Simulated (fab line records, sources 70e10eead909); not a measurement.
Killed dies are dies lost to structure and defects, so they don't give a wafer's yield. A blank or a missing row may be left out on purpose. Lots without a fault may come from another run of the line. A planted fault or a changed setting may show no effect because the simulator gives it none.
Chamber matching | flow nand_harc | NHARC_A_CHANNEL_FILL_D1_ETCHBACK_20 on rie_diel-07: 4 sister chambers
The step etches the open film in C4F8/O2/Ar, target depth 27 nm, time 13.5 s. 18 wafers are shown with their chamber, then 9 later ones without.

WAFERS WITH THEIR CHAMBER
wafer  | chamber | rf_vpp_V (V) | oes_product_au (a.u.)
L075.3 | 3       | 980          | 0.93
L075.5 | 2       | 984          | 0.93
L075.6 | 1       | 974          | 0.94
L076.1 | 2       | 984          | 0.93
L076.4 | 3       | 978          | 0.93
L076.6 | 2       | 984          | 0.93
L080.1 | 3       | 980          | 1.00
L080.2 | 1       | 973          | 1.01
L080.3 | 2       | 985          | 1.02
L083.2 | 0       | 978          | 0.93
L083.4 | 1       | 976          | 0.99
L083.5 | 2       | 985          | 0.99
L087.4 | 3       | 979          | 1.00
L087.5 | 1       | 974          | 0.99
L087.6 | 0       | 980          | 1.00
L089.1 | 3       | 980          | 1.00
L089.3 | 1       | 974          | 1.00
L089.6 | 0       | 979          | 1.00

SIGNATURES (means of the wafers above)
reading        | chamber 0 | chamber 1 | chamber 2 | chamber 3 | scatter within a chamber
rf_vpp_V       | 979.00    | 974.20    | 984.40    | 979.40    | 0.894
oes_product_au | 0.9767    | 0.9860    | 0.9600    | 0.9720    | 0.0371
Rule: a wafer's distance from a chamber is the root of the sum, over the readings, of the square of ((its reading less the chamber's mean) divided by the reading's scatter). The wafer belongs to the nearest chamber; if the next one is less than 2 further off, it can't be placed. The scatter: the root of (the sum of the squares of (reading less its chamber's mean) over the shown wafers, divided by (wafers less chambers)).

WAFERS WITHOUT THEIR CHAMBER
wafer  | rf_vpp_V (V) | oes_product_au (a.u.)
L090.2 | 975          | 0.93
L090.4 | 980          | 0.92
L090.5 | 984          | 0.93
L094.1 | 979          | 0.93
L094.4 | 979          | 0.92
L094.6 | 983          | 0.94
L097.1 | 979          | 0.93
L097.2 | 983          | 0.95
L097.6 | 979          | 1.00

WHICH CHAMBER EACH WENT THROUGH
wafer  | from the rows above     | in truth
L090.2 | 1                       | 1
L090.4 | can't be placed: 3 or 0 | 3
L090.5 | 2                       | 2
L094.1 | can't be placed: 3 or 0 | 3
L094.4 | can't be placed: 3 or 0 | 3
L094.6 | 2                       | 2
L097.1 | can't be placed: 3 or 0 | 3
L097.2 | 2                       | 2
L097.6 | can't be placed: 0 or 3 | 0
Placed correctly: 4 of 9. Can't be placed from these rows: 5 (the true chamber is among the candidates in 5). Placed wrongly: 0.
